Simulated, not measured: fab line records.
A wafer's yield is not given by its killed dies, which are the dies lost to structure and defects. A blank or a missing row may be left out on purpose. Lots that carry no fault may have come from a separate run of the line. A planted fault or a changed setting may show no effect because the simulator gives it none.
A lot that was struck, set against a sound lot || flow n5Finfet || 41 steps out of a route of 1938
Sound: these wafers, L747.1, L747.2, L747.6. Wafers L755.1, L755.4, L755.6 were the ones struck. The cause is named last.
For every step that has rows: the tool of each side, followed by ch and its chambers, followed by its first start. Under that, the readings that differ: sound wafers || struck wafers || difference of the means || sigmas: that difference in standard deviations of wafers without a fault.
alike: same words and numbers on both sides, and readings whose means sit less than 2 such deviations apart. not compared: any withheld reading, any reading some wafer has no value for, any bound like >300 that may hide the same value, and any number with overlapping values for which the record gives no deviation.
Wherever a step has rows on one side only, a row that says differs or no value, or a row with sigmas, the two part there. Non-overlapping numbers with no deviation appear without sigmas and do not part them. A reading missing from all wafers of one side parts the sides only when that side holds two or more wafers.

first, 2 steps without rows for these wafers: N5_BEOL_M1_PRECLEAN_42 (cleans in residue remover, time 60 s); N5_BEOL_M1_SRD_43 (time 30 s).
N5_BEOL_M1_CD_MEAS_35: target cd 18 nm, target cd y 21 nm.
  struck on cdSem-01, day 8 09:05; sound on cdSem-02, day 6 07:44
  alike: cdNm
then, 6 steps without rows for these wafers: N5_BEOL_M1_DEGAS_44 (time 60 s); N5_BEOL_M1_PRE_CLEAN_45 (time 30 s); N5_BEOL_M1_ALD_84 (deposits TaN, pulse time 2 s, purge time 3 s, co reactant purge time 2 s); N5_BEOL_M1_SURFACE_TREAT_85; N5_BEOL_M1_CVD_47 (deposits Co from CCTBA/H2, target thk 3 nm, time 223.8 s); N5_BEOL_M1_SPUTTER_48 (material Cu, target thk 4.5 nm, time 8.29 s).
N5_BEOL_M1_ANNEAL_49: time 240 s.
  struck on pvdSputter-01, day 8 10:41; sound on pvdSputter-01, day 6 08:43
  alike: heaterPowerW
then, 1 step without rows for these wafers: N5_BEOL_M1_SPUTTER_79 (material Cu, target thk 4.5 nm, time 8.29 s).
N5_BEOL_M1_ANNEAL_80: time 240 s.
  struck on pvdSputter-01, day 8 10:56; sound on pvdSputter-01, day 6 08:56
  alike: heaterPowerW
N5_BEOL_M1_SPUTTER_81: material Cu, target thk 4.5 nm, time 8.29 s.
  struck on pvdSputter-01, day 8 11:06; sound on pvdSputter-01, day 6 09:04
  alike: chuckSensorTempC, throttleValvePct
then, 1 step without rows for these wafers: N5_BEOL_M1_ANNEAL_82 (time 240 s).
N5_BEOL_M1_SPUTTER_86: material Cu, target thk 4.5 nm, time 8.29 s.
  struck on pvdSputter-01, day 8 11:21; sound on pvdSputter-01, day 6 09:17
  alike: chuckSensorTempC, throttleValvePct
then, 12 steps without rows for these wafers: N5_BEOL_M1_ANNEAL_87 (time 240 s); N5_BEOL_M1_SPUTTER_88 (material Cu, target thk 4.5 nm, time 8.29 s); N5_BEOL_M1_ANNEAL_89 (time 240 s); N5_BEOL_M1_SPUTTER_90 (material Cu, target thk 4.5 nm, time 8.29 s); N5_BEOL_M1_ANNEAL_91 (time 240 s); N5_BEOL_M1_SPUTTER_92 (material Cu, target thk 4.5 nm, time 8.29 s); N5_BEOL_M1_ANNEAL_93 (time 240 s); N5_BEOL_M1_SPUTTER_94 (material Cu, target thk 4.5 nm, time 8.29 s); N5_BEOL_M1_ANNEAL_95 (time 240 s); N5_BEOL_M1_SPUTTER_96 (material Cu, target thk 4.5 nm, time 8.29 s); N5_BEOL_M1_ECD_50 (material Cu, target thk 300 nm); N5_BEOL_M1_ANNEAL_51 (time 90 s).
N5_BEOL_M1_CMP_52: polishes, stops on SiOC, t overpolish 6.8 s, target thk 40 nm.
  sound on cmp-04 ch 0,1,2, day 6 11:01; struck on cmp-04 ch 0,1, day 8 13:05
  alike: barrierFieldEndpointS, headPressurePsi, motorCurrentA, overpolishRunS, timeToEndpointS
then, 4 steps without rows for these wafers: N5_BEOL_M1_PRE_CLEAN_60 (time 15 s); N5_BEOL_M1_CO_CAP_55 (material Co, precursor CCTBA/H2, target thk 2 nm, time 102.1 s); N5_BEOL_M1_PRE_CLEAN_56 (time 15 s); N5_BEOL_M1_DEP_57 (deposits SiCN from 3MS/NH3, target thk 8 nm, time 14 s).
N5_BEOL_M1_RS_MEAS_58: measures by four-point-probe.
  struck on filmMetro-01, day 8 13:38; sound on filmMetro-01, day 6 11:31
  alike: M1_RS
N5_BEOL_M2_ILD_DEP_00: deposits SiOC from DEMS/O2, target thk 79 nm, time 15.3 s.
  sound on pecvd-04 ch 1,2, day 6 11:35; struck on pecvd-02 ch 1,2, day 8 13:42
{"reading": "heaterPowerW (W)", "sound": "475 659 694", "struck": "396 406 521", "difference": -168, "sigmas": -2}
  alike: chamberPressureTorr, showerheadPlenumPTorr, showerheadVppV, throttleValvePct
N5_BEOL_M2_THK_MEAS_01:
  struck on filmMetro-01, day 8 13:46; sound on filmMetro-02, day 6 11:39
  alike: M2_ILD_THK
then, 5 steps without rows for these wafers: N5_BEOL_M2_PECVD_72 (deposits SiO2 from TEOS/O2, target thk 16 nm, time 18 s); N5_BEOL_M2_HM_DEP_02 (deposits TiN, target thk 20 nm); N5_BEOL_M2_COAT_61 (time 60 s, resist thk 60 nm); N5_BEOL_M2_COAT_62 (time 60 s, resist thk 12 nm); N5_BEOL_M2_COAT_73 (time 60 s, resist thk 5 nm).
-- here the record skips 6 days between the struck wafers' starts before and after, leaving off in module BEOL_M2 and picking up in module PASSIVATION (first step shown: number 1936 of the route) --
N5_PASSIVATION_PROBE_49:
  record: rows for the struck wafers here (prober-02, day 14 07:17), none for the sound ones

WHERE THEY PART
Last at N5_PASSIVATION_PROBE_49 as far as this record goes, first at N5_BEOL_M2_ILD_DEP_00.

WHY: what the simulator had put in
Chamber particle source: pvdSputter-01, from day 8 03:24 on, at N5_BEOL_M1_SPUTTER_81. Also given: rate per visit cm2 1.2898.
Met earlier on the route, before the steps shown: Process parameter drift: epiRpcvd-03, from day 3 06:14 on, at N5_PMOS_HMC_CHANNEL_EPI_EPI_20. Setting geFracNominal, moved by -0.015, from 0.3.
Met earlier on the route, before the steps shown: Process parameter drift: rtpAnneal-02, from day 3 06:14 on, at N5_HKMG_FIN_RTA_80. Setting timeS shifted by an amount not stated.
